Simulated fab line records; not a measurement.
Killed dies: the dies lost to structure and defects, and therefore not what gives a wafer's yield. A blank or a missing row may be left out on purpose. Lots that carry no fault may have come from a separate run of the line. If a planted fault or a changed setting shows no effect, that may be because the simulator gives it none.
What tool caused it? -- flow nand_harc -- 12 lots with 36 wafers sampled at 4 steps, on a route of 1302 steps

## WHAT EACH GAUGE READ, for each wafer
NHARC_P_ZERO_WELL_CD_MEAS_11: target cd 500 nm. Usual: 500.5 nm for cd_nm, sd 2.2.
lot,measured,on,cd_nm (nm),flag
L623,day 1 21:14,cd_sem-01,501.5 499.9 501.4,
L626,day 3 03:17,cd_sem-03,501.5 503.9 502.2,
L628,day 3 23:07,cd_sem-03,502.8 499.2 502.4,
L629,day 4 09:07,cd_sem-02,496.6 496.6 499.3,
L630,day 4 19:14,cd_sem-03,502.8 496.9 499.9,
L631,day 5 05:07,cd_sem-01,499.6 496.2 496.9,
L632,day 5 15:14,cd_sem-03,501.0 501.8 499.6,
L633,day 6 01:14,cd_sem-01,503.8 499.4 505.5,
L635,day 6 21:15,cd_sem-01,502.0 503.1 504.0,
L636,day 7 07:07,cd_sem-03,501.3 501.2 501.2,
L638,day 8 03:16,cd_sem-02,499.1 499.0 499.3,
L642,day 9 19:09,cd_sem-01,501.8 498.0 500.4,

NHARC_P_ZERO_WELL_CD_MEAS_37: target cd 720 nm. Usual: 721.1 nm for cd_nm, sd 2.2.
lot,measured,on,cd_nm (nm),flag
L623,day 2 00:07,cd_sem-01,724.5 719.4 721.8,
L626,day 3 06:19,cd_sem-02,720.0 722.1 724.6,
L628,day 4 02:58,cd_sem-02,719.2 721.7 720.2,
L629,day 4 12:06,cd_sem-01,718.5 720.1 722.8,
L630,day 4 22:06,cd_sem-03,720.5 721.0 719.3,
L631,day 5 08:00,cd_sem-02,720.6 718.4 723.1,
L632,day 5 18:07,cd_sem-03,723.9 724.2 721.2,
L633,day 6 04:05,cd_sem-02,721.4 720.1 721.5,
L635,day 7 00:07,cd_sem-03,720.1 722.4 720.6,
L636,day 7 12:17,cd_sem-01,719.0 719.7 721.5,
L638,day 8 06:12,cd_sem-02,739.7 738.7 736.9,OFF
L642,day 9 22:17,cd_sem-01,723.1 717.6 722.0,

## WHICH TOOL RAN EACH LOT (tool, then ch and the chambers of the sampled wafers, then the start)
lot,NHARC_P_ZERO_WELL_DESCUM_26,NHARC_P_ZERO_WELL_EXPOSE_34
L623,"rie_diel-04 ch 0,2, day 1 22:44","krf_scanner-02 ch 0, day 1 23:58"
L626,"rie_diel-06 ch 0,1,3, day 3 04:51","krf_scanner-02 ch 0, day 3 06:10"
L628,"rie_diel-01 ch 0,3, day 4 01:37","krf_scanner-03 ch 0, day 4 02:49"
L629,"rie_diel-04 ch 0,1,3, day 4 10:38","krf_scanner-01 ch 0, day 4 11:57"
L630,"rie_diel-06 ch 1,3, day 4 20:37","krf_scanner-03 ch 0, day 4 21:57"
L631,"rie_diel-01 ch 0,2,3, day 5 06:33","krf_scanner-02 ch 0, day 5 07:50"
L632,"rie_diel-04 ch 0,3, day 5 16:46","krf_scanner-02 ch 0, day 5 17:58"
L633,"rie_diel-04 ch 0,3, day 6 02:44","krf_scanner-02 ch 0, day 6 03:56"
L635,"rie_diel-06 ch 0,2,3, day 6 22:46","krf_scanner-02 ch 0, day 6 23:58"
L636,"rie_diel-01 ch 0,2,3, day 7 08:37","krf_scanner-01 ch 0, day 7 12:08"
L638,"rie_diel-01 ch 1,2,3, day 8 04:50","krf_scanner-01 ch 0, day 8 06:03"
L642,"rie_diel-06 ch 2,3, day 9 20:56","krf_scanner-02 ch 0, day 9 22:08"
- NHARC_P_ZERO_WELL_DESCUM_26: chemistry O2, time 3 s.
- NHARC_P_ZERO_WELL_EXPOSE_34: exposes mask P PWELL, target cd 720 nm.

## WHAT THE TOOLS THEMSELVES READ (means of the sampled wafers that have a number; where no wafer has one, the mark that the record gives instead)
NHARC_P_ZERO_WELL_DESCUM_26. Usual: drypump_motor_current_A 5.8 A, standard deviation 0.48; oes_product_au 0.995 a.u., standard deviation 0.013; rf_vpp_V 57.7 V, standard deviation 0.81; showerhead_plenum_p_Torr 1.89 Torr, standard deviation 0.087; throttle_valve_pct 11.310 %, standard deviation 0.0097.
lot,tool,drypump_motor_current_A (A),oes_product_au (a.u.),rf_vpp_V (V),showerhead_plenum_p_Torr (Torr),throttle_valve_pct (%),flag
L623,rie_diel-04,5.8,0.995,57.7,1.87,11.311,
L626,rie_diel-06,6.2,0.985,57.9,1.93,11.313,
L628,rie_diel-01,5.1,1.017,57.3,1.87,11.316,
L629,rie_diel-04,5.9,0.990,58.3,1.84,11.306,
L630,rie_diel-06,6.2,0.983,58.0,1.92,11.316,
L631,rie_diel-01,5.3,1.013,57.6,1.88,11.307,
L632,rie_diel-04,6.0,0.994,57.8,1.83,11.314,
L633,rie_diel-04,5.9,1.001,56.8,1.86,11.312,
L635,rie_diel-06,5.7,0.991,57.4,1.93,11.300,
L636,rie_diel-01,5.3,1.001,57.5,1.87,11.304,
L638,rie_diel-01,5.8,0.998,58.1,1.89,11.309,
L642,rie_diel-06,5.5,0.995,57.5,1.85,11.312,

NHARC_P_ZERO_WELL_EXPOSE_34. Usual: 23.01 C for reticle_temp_C, sd 0.11.
lot,tool,reticle_temp_C (C),flag
L623,krf_scanner-02,23.19,
L626,krf_scanner-02,23.10,
L628,krf_scanner-03,22.90,
L629,krf_scanner-01,23.15,
L630,krf_scanner-03,23.02,
L631,krf_scanner-02,23.00,
L632,krf_scanner-02,22.92,
L633,krf_scanner-02,23.11,
L635,krf_scanner-02,22.85,
L636,krf_scanner-01,23.06,
L638,krf_scanner-01,22.93,
L642,krf_scanner-02,23.02,

## THE ANSWER, worked out from the rows above alone
Rule: lot off if the mean of its wafers having a number is beyond 3 standard deviations from the usual mean. A lot without any number at a reading at which 4 lots or more have one is off too. The other lots that the step has rows for count as sound. First the gauges in route order, then the tools' own readings, where a lot's mean is used as printed above. The first step at which some lot is off is used, and at that step the reading that is off furthest; a lot without a number counts as furthest.
Off, at NHARC_P_ZERO_WELL_CD_MEAS_37 on cd_nm: L638.
If a tool, at a process step before that reading, ran all the lots that are off and no sound lot after the first of them, it fits. Gauges at NHARC_P_ZERO_WELL_CD_MEAS_37: tried the same way as those tools. Can't be told from this: 3 tools fit, rie_diel-01 at NHARC_P_ZERO_WELL_DESCUM_26, krf_scanner-01 at NHARC_P_ZERO_WELL_EXPOSE_34, cd_sem-02 at NHARC_P_ZERO_WELL_CD_MEAS_37.

## WHAT THE SIMULATOR HAD INSERTED
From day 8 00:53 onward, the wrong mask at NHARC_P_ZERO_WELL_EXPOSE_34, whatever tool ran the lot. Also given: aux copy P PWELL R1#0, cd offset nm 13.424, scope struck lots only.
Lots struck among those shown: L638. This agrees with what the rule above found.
